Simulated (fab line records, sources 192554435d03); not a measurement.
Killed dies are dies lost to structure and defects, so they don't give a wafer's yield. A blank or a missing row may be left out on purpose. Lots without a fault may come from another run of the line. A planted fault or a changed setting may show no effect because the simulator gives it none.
Which tool did it? | flow n5_finfet | 22 lots, 66 wafers sampled, at 6 steps of a route of 1938

WHAT THE GAUGES READ, wafer by wafer
The record holds no reading of a measuring or inspecting step that can be judged against a usual standard deviation.

WHICH TOOL RAN EACH LOT (tool, then ch and the chambers of the sampled wafers, then the start)
lot  | N5_BEOL_M4_SPUTTER_81        | N5_BEOL_M4_ANNEAL_95         | N5_BEOL_M5_HM_OPEN_17             | N5_BEOL_M5_DESCUM_33               | N5_BEOL_M5_ETCH_67                 | N5_BEOL_M5_ETCH_68
L076 | pvd_sputter-01, day 8 04:58  | pvd_sputter-01, day 8 06:09  | rie_metal-03 ch 0, day 8 10:43    | rie_diel-05 ch 0,2,3, day 8 11:37  | rie_diel-05 ch 0,2,3, day 8 11:40  | rie_diel-05 ch 0,2,3, day 8 11:41
L075 | pvd_sputter-03, day 8 08:49  | pvd_sputter-03, day 8 09:59  | rie_metal-03 ch 0,1, day 8 14:48  | rie_diel-05 ch 0,2, day 8 16:55    | rie_diel-05 ch 0,2, day 8 16:58    | rie_diel-05 ch 0,2, day 8 16:59
L077 | pvd_sputter-03, day 8 10:55  | pvd_sputter-03, day 8 12:05  | rie_metal-02 ch 0,1, day 8 17:33  | rie_diel-02 ch 0,1,3, day 8 18:18  | rie_diel-02 ch 0,1,3, day 8 18:21  | rie_diel-02 ch 0,1,3, day 8 18:23
L078 | pvd_sputter-02, day 8 12:17  | pvd_sputter-02, day 8 13:28  | rie_metal-02 ch 0,1, day 8 18:14  | rie_diel-02 ch 0,1,3, day 8 19:03  | rie_diel-02 ch 0,1,3, day 8 19:06  | rie_diel-02 ch 0,1,3, day 8 19:08
L079 | pvd_sputter-01, day 8 12:22  | pvd_sputter-01, day 8 13:33  | rie_metal-03 ch 0,1, day 8 18:24  | rie_diel-05 ch 0,1, day 8 23:09    | rie_diel-05 ch 0,1, day 8 23:12    | rie_diel-05 ch 0,1, day 8 23:14
L081 | pvd_sputter-01, day 9 03:32  | pvd_sputter-01, day 9 04:43  | rie_metal-02 ch 0,1, day 9 10:17  | rie_diel-02 ch 0,2,3, day 9 11:05  | rie_diel-02 ch 0,2,3, day 9 11:09  | rie_diel-02 ch 0,2,3, day 9 11:10
L080 | pvd_sputter-01, day 9 07:38  | pvd_sputter-01, day 9 08:49  | rie_metal-01 ch 0,1, day 9 12:58  | rie_diel-02 ch 0,1,3, day 9 13:51  | rie_diel-02 ch 0,1,3, day 9 13:54  | rie_diel-02 ch 0,1,3, day 9 13:56
L082 | pvd_sputter-03, day 9 13:09  | pvd_sputter-03, day 9 14:20  | rie_metal-01 ch 1, day 9 18:43    | rie_diel-05 ch 1,2,3, day 9 20:03  | rie_diel-05 ch 1,2,3, day 9 20:06  | rie_diel-05 ch 1,2,3, day 9 20:08
L084 | pvd_sputter-02, day 10 04:46 | pvd_sputter-02, day 10 05:56 | rie_metal-01 ch 1, day 10 09:37   | rie_diel-04 ch 0,3, day 10 10:17   | rie_diel-04 ch 0,3, day 10 10:20   | rie_diel-04 ch 0,3, day 10 10:22
L083 | pvd_sputter-03, day 10 05:14 | pvd_sputter-03, day 10 06:25 | rie_metal-03 ch 0,1, day 10 10:13 | rie_diel-04 ch 0,1,2, day 10 11:14 | rie_diel-04 ch 0,1,2, day 10 11:17 | rie_diel-04 ch 0,1,2, day 10 11:19
L085 | pvd_sputter-02, day 10 06:36 | pvd_sputter-02, day 10 07:47 | rie_metal-03 ch 0,1, day 10 12:13 | rie_diel-04 ch 0,3, day 10 16:12   | rie_diel-04 ch 0,3, day 10 16:15   | rie_diel-04 ch 0,3, day 10 16:17
L086 | pvd_sputter-02, day 10 12:34 | pvd_sputter-02, day 10 13:45 | rie_metal-03 ch 0,1, day 10 17:52 | rie_diel-02 ch 1,2,3, day 10 18:33 | rie_diel-02 ch 1,2,3, day 10 18:36 | rie_diel-02 ch 1,2,3, day 10 18:38
L087 | pvd_sputter-03, day 11 08:30 | pvd_sputter-03, day 11 09:41 | rie_metal-03 ch 0,1, day 11 13:53 | rie_diel-02 ch 0,2, day 11 14:32   | rie_diel-02 ch 0,2, day 11 14:35   | rie_diel-02 ch 0,2, day 11 14:37
L088 | pvd_sputter-03, day 11 11:13 | pvd_sputter-03, day 11 12:24 | rie_metal-01 ch 0,1, day 11 16:31 | rie_diel-05 ch 0,1,3, day 11 18:43 | rie_diel-05 ch 0,1,3, day 11 18:46 | rie_diel-05 ch 0,1,3, day 11 18:48
L090 | pvd_sputter-03, day 11 16:07 | pvd_sputter-03, day 11 17:18 | rie_metal-02 ch 0,1, day 11 23:43 | rie_diel-05 ch 0,1, day 12 02:20   | rie_diel-05 ch 0,1, day 12 02:23   | rie_diel-05 ch 0,1, day 12 02:25
L091 | pvd_sputter-01, day 11 21:25 | pvd_sputter-01, day 11 22:35 | rie_metal-02 ch 0,1, day 12 03:24 | rie_diel-02 ch 0,1, day 12 04:52   | rie_diel-02 ch 0,1, day 12 04:55   | rie_diel-02 ch 0,1, day 12 04:56
L093 | pvd_sputter-02, day 12 01:01 | pvd_sputter-02, day 12 02:11 | rie_metal-03 ch 0,1, day 12 06:55 | rie_diel-02 ch 0,1,2, day 12 08:27 | rie_diel-02 ch 0,1,2, day 12 08:30 | rie_diel-02 ch 0,1,2, day 12 08:34
L092 | pvd_sputter-01, day 12 03:47 | pvd_sputter-01, day 12 04:58 | rie_metal-02 ch 0, day 12 10:15   | rie_diel-05 ch 0,2, day 12 12:40   | rie_diel-05 ch 0,2, day 12 12:43   | rie_diel-05 ch 0,2, day 12 12:44
L094 | pvd_sputter-03, day 12 21:31 | pvd_sputter-03, day 12 22:42 | rie_metal-01 ch 0,1, day 13 03:22 | rie_diel-04 ch 0,1,2, day 13 04:23 | rie_diel-04 ch 0,1,2, day 13 04:26 | rie_diel-04 ch 0,1,2, day 13 04:28
L095 | pvd_sputter-01, day 13 01:12 | pvd_sputter-01, day 13 02:23 | rie_metal-02 ch 0,1, day 13 11:05 | rie_diel-05 ch 0,2, day 13 12:15   | rie_diel-05 ch 0,2, day 13 12:18   | rie_diel-05 ch 0,2, day 13 12:20
L096 | pvd_sputter-01, day 13 05:11 | pvd_sputter-01, day 13 06:22 | rie_metal-02 ch 0,1, day 13 13:53 | rie_diel-05 ch 2,3, day 13 16:14   | rie_diel-05 ch 2,3, day 13 16:17   | rie_diel-05 ch 2,3, day 13 16:19
L097 | pvd_sputter-01, day 13 07:04 | pvd_sputter-01, day 13 08:15 | rie_metal-01 ch 0,1, day 13 13:38 | rie_diel-02 ch 0,1,2, day 13 16:35 | rie_diel-02 ch 0,1,2, day 13 16:38 | rie_diel-02 ch 0,1,2, day 13 16:40
- N5_BEOL_M4_SPUTTER_81: material Cu, target thk 4.5 nm, time 8.29 s.
- N5_BEOL_M4_ANNEAL_95: time 240 s.
- N5_BEOL_M5_HM_OPEN_17: chemistry Cl2/BCl3, target TiN, target depth 20 nm, overetch 6 nm.
- N5_BEOL_M5_DESCUM_33: chemistry O2, time 7 s.
- N5_BEOL_M5_ETCH_67: etches SiARC in CF4, target depth 15.6 nm, time 26 s.
- N5_BEOL_M5_ETCH_68: etches SOC in N2/H2, target depth 80 nm, overetch 16 nm, time 120 s.

WHAT THE TOOLS THEMSELVES READ (means of the sampled wafers that have a number; where no wafer has one, the mark that the record gives instead)
N5_BEOL_M4_SPUTTER_81. Usual: throttle_valve_pct 30.5 %, standard deviation 0.84.
lot  | tool           | throttle_valve_pct (%) | flag
L076 | pvd_sputter-01 | 30.8                   |
L075 | pvd_sputter-03 | 30.2                   |
L077 | pvd_sputter-03 | 30.9                   |
L078 | pvd_sputter-02 | 30.6                   |
L079 | pvd_sputter-01 | 30.8                   |
L081 | pvd_sputter-01 | 30.8                   |
L080 | pvd_sputter-01 | 31.3                   |
L082 | pvd_sputter-03 | 30.8                   |
L084 | pvd_sputter-02 | 30.5                   |
L083 | pvd_sputter-03 | 30.2                   |
L085 | pvd_sputter-02 | 30.4                   |
L086 | pvd_sputter-02 | 30.3                   |
L087 | pvd_sputter-03 | 30.3                   |
L088 | pvd_sputter-03 | 29.6                   |
L090 | pvd_sputter-03 | 30.2                   |
L091 | pvd_sputter-01 | 30.6                   |
L093 | pvd_sputter-02 | 30.4                   |
L092 | pvd_sputter-01 | 30.3                   |
L094 | pvd_sputter-03 | 30.2                   |
L095 | pvd_sputter-01 | 31.1                   |
L096 | pvd_sputter-01 | 31.3                   |
L097 | pvd_sputter-01 | 30.6                   |

N5_BEOL_M4_ANNEAL_95. Usual: heater_power_w 874 W, standard deviation 130; susceptor_temp_C_max 400.9, standard deviation 0.38.
lot  | tool           | heater_power_w (W) | susceptor_temp_C_max | flag
L076 | pvd_sputter-01 | 772                | 400.9                |
L075 | pvd_sputter-03 | 852                | 401.0                |
L077 | pvd_sputter-03 | 848                | 401.1                |
L078 | pvd_sputter-02 | 882                | 400.8                |
L079 | pvd_sputter-01 | 903                | 400.9                |
L081 | pvd_sputter-01 | 702                | 400.9                |
L080 | pvd_sputter-01 | 846                | 400.8                |
L082 | pvd_sputter-03 | 854                | 401.1                |
L084 | pvd_sputter-02 | 881                | 400.9                |
L083 | pvd_sputter-03 | 901                | 400.9                |
L085 | pvd_sputter-02 | 889                | 400.6                |
L086 | pvd_sputter-02 | 954                | 400.4                |
L087 | pvd_sputter-03 | 823                | 401.4                |
L088 | pvd_sputter-03 | 890                | 401.2                |
L090 | pvd_sputter-03 | 861                | 401.3                |
L091 | pvd_sputter-01 | 849                | 400.9                |
L093 | pvd_sputter-02 | 971                | 400.9                |
L092 | pvd_sputter-01 | 723                | 400.5                |
L094 | pvd_sputter-03 | 827                | 401.3                |
L095 | pvd_sputter-01 | 899                | 400.9                |
L096 | pvd_sputter-01 | 849                | 400.8                |
L097 | pvd_sputter-01 | 853                | 400.4                |

N5_BEOL_M5_HM_OPEN_17. Usual: drypump_motor_current_A 5.8 A, standard deviation 0.62; he_backside_leak_sccm 3.48 sccm, standard deviation 0.26; oes_product_au 0.59 a.u., standard deviation 0.069; throttle_valve_pct 22.32 %, standard deviation 0.21.
lot  | tool         | drypump_motor_current_A (A) | he_backside_leak_sccm (sccm) | oes_product_au (a.u.) | throttle_valve_pct (%) | flag
L076 | rie_metal-03 | 6.7                         | 3.80                         | 0.59                  | 22.25                  |
L075 | rie_metal-03 | 6.0                         | 3.53                         | 0.57                  | 22.29                  |
L077 | rie_metal-02 | 6.0                         | 3.33                         | 0.56                  | 22.49                  |
L078 | rie_metal-02 | 6.0                         | 3.36                         | 0.57                  | 22.48                  |
L079 | rie_metal-03 | 5.4                         | 3.35                         | 0.55                  | 22.34                  |
L081 | rie_metal-02 | 6.0                         | 3.44                         | 0.57                  | 22.47                  |
L080 | rie_metal-01 | 5.6                         | 3.68                         | 0.61                  | 22.08                  |
L082 | rie_metal-01 | 5.5                         | 3.69                         | 0.67                  | 22.06                  |
L084 | rie_metal-01 | 5.5                         | 3.29                         | 0.65                  | 22.06                  |
L083 | rie_metal-03 | 5.4                         | 3.38                         | 0.55                  | 22.35                  |
L085 | rie_metal-03 | 5.4                         | 3.35                         | 0.55                  | 22.35                  |
L086 | rie_metal-03 | 5.4                         | 3.43                         | 0.55                  | 22.34                  |
L087 | rie_metal-03 | 6.1                         | 3.53                         | 0.56                  | 22.32                  |
L088 | rie_metal-01 | 5.8                         | 3.72                         | 0.76                  | 21.94                  |
L090 | rie_metal-02 | 6.2                         | 3.57                         | 0.57                  | 22.56                  |
L091 | rie_metal-02 | 6.0                         | 3.51                         | 0.56                  | 22.48                  |
L093 | rie_metal-03 | 6.1                         | 3.59                         | 0.56                  | 22.31                  |
L092 | rie_metal-02 | 5.9                         | 3.11                         | 0.56                  | 22.39                  |
L094 | rie_metal-01 | 5.8                         | 3.62                         | 0.75                  | 21.96                  |
L095 | rie_metal-02 | 6.0                         | 3.29                         | 0.55                  | 22.49                  |
L096 | rie_metal-02 | 6.2                         | 3.56                         | 0.56                  | 22.58                  |
L097 | rie_metal-01 | 5.6                         | 3.58                         | 0.69                  | 22.03                  |

N5_BEOL_M5_DESCUM_33. Usual: drypump_motor_current_A 5.9 A, standard deviation 0.38; oes_product_au 0.76 a.u., standard deviation 0.079; rf_vpp_V 243.1 V, standard deviation 1.2; showerhead_plenum_p_Torr 2.09 Torr, standard deviation 0.061; throttle_valve_pct 20.50 %, standard deviation 0.24.
lot  | tool        | drypump_motor_current_A (A) | oes_product_au (a.u.) | rf_vpp_V (V) | showerhead_plenum_p_Torr (Torr) | throttle_valve_pct (%) | flag
L076 | rie_diel-05 | 5.8                         | 0.77                  | 243.1        | 2.11                            | 20.44                  |
L075 | rie_diel-05 | 5.8                         | 0.79                  | 243.8        | 2.14                            | 20.49                  |
L077 | rie_diel-02 | 5.9                         | 0.75                  | 242.2        | 2.05                            | 20.54                  |
L078 | rie_diel-02 | 5.9                         | 0.74                  | 242.8        | 2.05                            | 20.53                  |
L079 | rie_diel-05 | 6.2                         | 0.78                  | 243.7        | 2.13                            | 20.52                  |
L081 | rie_diel-02 | 6.0                         | 0.73                  | 243.6        | 2.10                            | 20.49                  |
L080 | rie_diel-02 | 5.9                         | 0.74                  | 242.8        | 2.05                            | 20.55                  |
L082 | rie_diel-05 | 5.9                         | 0.71                  | 243.1        | 2.12                            | 20.42                  |
L084 | rie_diel-04 | 5.2                         | 0.79                  | 242.3        | 2.01                            | 20.28                  |
L083 | rie_diel-04 | 5.5                         | 0.76                  | 243.0        | 2.06                            | 20.53                  |
L085 | rie_diel-04 | 5.3                         | 0.88                  | 242.0        | 2.04                            | 20.09                  |
L086 | rie_diel-02 | 6.0                         | 0.72                  | 243.5        | 2.08                            | 20.54                  |
L087 | rie_diel-02 | 5.9                         | 0.72                  | 243.1        | 2.10                            | 20.65                  |
L088 | rie_diel-05 | 6.2                         | 0.74                  | 243.1        | 2.10                            | 20.52                  |
L090 | rie_diel-05 | 6.2                         | 0.71                  | 244.3        | 2.14                            | 20.53                  |
L091 | rie_diel-02 | 5.8                         | 0.73                  | 242.7        | 2.05                            | 20.72                  |
L093 | rie_diel-02 | 6.0                         | 0.72                  | 243.9        | 2.09                            | 20.72                  |
L092 | rie_diel-05 | 5.6                         | 0.72                  | 242.7        | 2.14                            | 20.44                  |
L094 | rie_diel-04 | 5.5                         | 0.76                  | 242.8        | 2.06                            | 20.56                  |
L095 | rie_diel-05 | 5.6                         | 0.72                  | 244.0        | 2.14                            | 20.45                  |
L096 | rie_diel-05 | 5.6                         | 0.70                  | 243.8        | 2.11                            | 20.41                  |
L097 | rie_diel-02 | 6.0                         | 0.71                  | 242.8        | 2.08                            | 20.74                  |

N5_BEOL_M5_ETCH_67. Usual: drypump_motor_current_A 5.9 A, standard deviation 0.39; etch_rf_on_time_s 26.0 s, standard deviation 0.47; oes_product_au 0.65 a.u., standard deviation 0.07; rf_vpp_V 184.0 V, standard deviation 1.1; showerhead_plenum_p_Torr 2.14 Torr, standard deviation 0.058; throttle_valve_pct 15.69 %, standard deviation 0.24.
lot  | tool        | drypump_motor_current_A (A) | etch_rf_on_time_s (s) | oes_product_au (a.u.) | rf_vpp_V (V) | showerhead_plenum_p_Torr (Torr) | throttle_valve_pct (%) | flag
L076 | rie_diel-05 | 5.8                         | 25.5                  | 0.67                  | 184.2        | 2.16                            | 15.64                  |
L075 | rie_diel-05 | 5.8                         | 25.9                  | 0.68                  | 184.7        | 2.19                            | 15.68                  |
L077 | rie_diel-02 | 5.9                         | 26.3                  | 0.62                  | 183.4        | 2.10                            | 15.74                  |
L078 | rie_diel-02 | 5.9                         | 26.5                  | 0.63                  | 183.8        | 2.10                            | 15.75                  |
L079 | rie_diel-05 | 6.2                         | 25.8                  | 0.67                  | 184.8        | 2.19                            | 15.73                  |
L081 | rie_diel-02 | 6.0                         | 26.2                  | 0.61                  | 185.4        | 2.15                            | 15.71                  |
L080 | rie_diel-02 | 5.9                         | 26.0                  | 0.63                  | 184.0        | 2.10                            | 15.75                  |
L082 | rie_diel-05 | 5.9                         | 26.0                  | 0.62                  | 184.5        | 2.17                            | 15.65                  |
L084 | rie_diel-04 | 5.2                         | 25.8                  | 0.68                  | 183.4        | 2.07                            | 15.54                  |
L083 | rie_diel-04 | 5.5                         | 26.6                  | 0.64                  | 184.1        | 2.12                            | 15.77                  |
L085 | rie_diel-04 | 5.2                         | 25.8                  | 0.75                  | 182.3        | 2.09                            | 15.25                  |
L086 | rie_diel-02 | 6.0                         | 26.0                  | 0.62                  | 184.3        | 2.13                            | 15.75                  |
L087 | rie_diel-02 | 6.0                         | 26.2                  | 0.61                  | 183.4        | 2.14                            | 15.84                  |
L088 | rie_diel-05 | 6.2                         | 25.9                  | 0.64                  | 184.2        | 2.15                            | 15.75                  |
L090 | rie_diel-05 | 6.2                         | 26.4                  | 0.61                  | 183.3        | 2.20                            | 15.77                  |
L091 | rie_diel-02 | 5.9                         | 26.5                  | 0.61                  | 183.9        | 2.09                            | 15.89                  |
L093 | rie_diel-02 | 6.0                         | 26.1                  | 0.61                  | 184.6        | 2.12                            | 15.87                  |
L092 | rie_diel-05 | 5.6                         | 26.3                  | 0.63                  | 184.7        | 2.19                            | 15.66                  |
L094 | rie_diel-04 | 5.5                         | 26.4                  | 0.63                  | 183.2        | 2.11                            | 15.80                  |
L095 | rie_diel-05 | 5.6                         | 26.4                  | 0.61                  | 184.9        | 2.19                            | 15.68                  |
L096 | rie_diel-05 | 5.6                         | 25.9                  | 0.61                  | 184.3        | 2.15                            | 15.66                  |
L097 | rie_diel-02 | 6.0                         | 26.0                  | 0.61                  | 183.0        | 2.12                            | 15.90                  |

N5_BEOL_M5_ETCH_68. Usual: drypump_motor_current_A 5.9 A, standard deviation 0.39; h2_flow_sccm 200.0 sccm, standard deviation 0.55; oes_product_au 0.58 a.u., standard deviation 0.059; rf_vpp_V 523.7 V, standard deviation 2.2; showerhead_plenum_p_Torr 2.53 Torr, standard deviation 0.077; throttle_valve_pct 17.84 %, standard deviation 0.27.
lot  | tool        | drypump_motor_current_A (A) | h2_flow_sccm (sccm) | oes_product_au (a.u.) | rf_vpp_V (V) | showerhead_plenum_p_Torr (Torr) | throttle_valve_pct (%) | flag
L076 | rie_diel-05 | 5.8                         | 200.6               | 0.59                  | 524.8        | 2.55                            | 17.73                  |
L075 | rie_diel-05 | 5.8                         | 199.5               | 0.61                  | 525.6        | 2.60                            | 17.85                  |
L077 | rie_diel-02 | 5.9                         | 199.9               | 0.57                  | 522.4        | 2.49                            | 17.98                  |
L078 | rie_diel-02 | 5.9                         | 200.4               | 0.57                  | 523.0        | 2.49                            | 17.99                  |
L079 | rie_diel-05 | 6.2                         | 200.4               | 0.60                  | 524.7        | 2.58                            | 17.88                  |
L081 | rie_diel-02 | 6.0                         | 199.7               | 0.55                  | 524.3        | 2.55                            | 17.90                  |
L080 | rie_diel-02 | 5.9                         | 200.0               | 0.56                  | 523.1        | 2.49                            | 17.99                  |
L082 | rie_diel-05 | 5.9                         | 199.7               | 0.55                  | 524.5        | 2.57                            | 17.73                  |
L084 | rie_diel-04 | 5.3                         | 200.2               | 0.61                  | 521.2        | 2.44                            | 17.64                  |
L083 | rie_diel-04 | 5.6                         | 199.8               | 0.58                  | 522.7        | 2.51                            | 17.89                  |
L085 | rie_diel-04 | 5.3                         | 199.9               | 0.67                  | 522.6        | 2.47                            | 17.37                  |
L086 | rie_diel-02 | 6.0                         | 199.9               | 0.56                  | 523.5        | 2.53                            | 17.98                  |
L087 | rie_diel-02 | 5.9                         | 199.5               | 0.55                  | 524.0        | 2.54                            | 18.03                  |
L088 | rie_diel-05 | 6.2                         | 199.9               | 0.57                  | 524.8        | 2.53                            | 17.80                  |
L090 | rie_diel-05 | 6.2                         | 199.8               | 0.55                  | 525.0        | 2.59                            | 17.90                  |
L091 | rie_diel-02 | 5.9                         | 199.9               | 0.55                  | 522.4        | 2.48                            | 18.12                  |
L093 | rie_diel-02 | 6.0                         | 199.6               | 0.55                  | 523.3        | 2.52                            | 18.09                  |
L092 | rie_diel-05 | 5.6                         | 200.6               | 0.56                  | 525.3        | 2.61                            | 17.85                  |
L094 | rie_diel-04 | 5.5                         | 200.0               | 0.57                  | 523.7        | 2.50                            | 17.91                  |
L095 | rie_diel-05 | 5.6                         | 199.4               | 0.56                  | 525.6        | 2.60                            | 17.88                  |
L096 | rie_diel-05 | 5.6                         | 199.1               | 0.55                  | 524.0        | 2.56                            | 17.76                  |
L097 | rie_diel-02 | 6.0                         | 200.2               | 0.55                  | 523.6        | 2.52                            | 18.11                  |

THE ANSWER, worked out from the rows above alone
Rule: a lot is off if the mean of its wafers that have a number lies more than 3 standard deviations from the usual mean. A lot without any number at a reading at which 4 lots or more have one is off too. The other lots that the step has rows for count as sound. The gauges are gone through in route order, then the tools' own readings, and for those a lot's mean is taken as printed above. The first step at which some lot is off is used, and at that step the reading that is off furthest; a lot without a number counts as furthest.
No lot is off at any reading shown: from this, nothing can be told.

WHAT THE SIMULATOR HAD PUT IN
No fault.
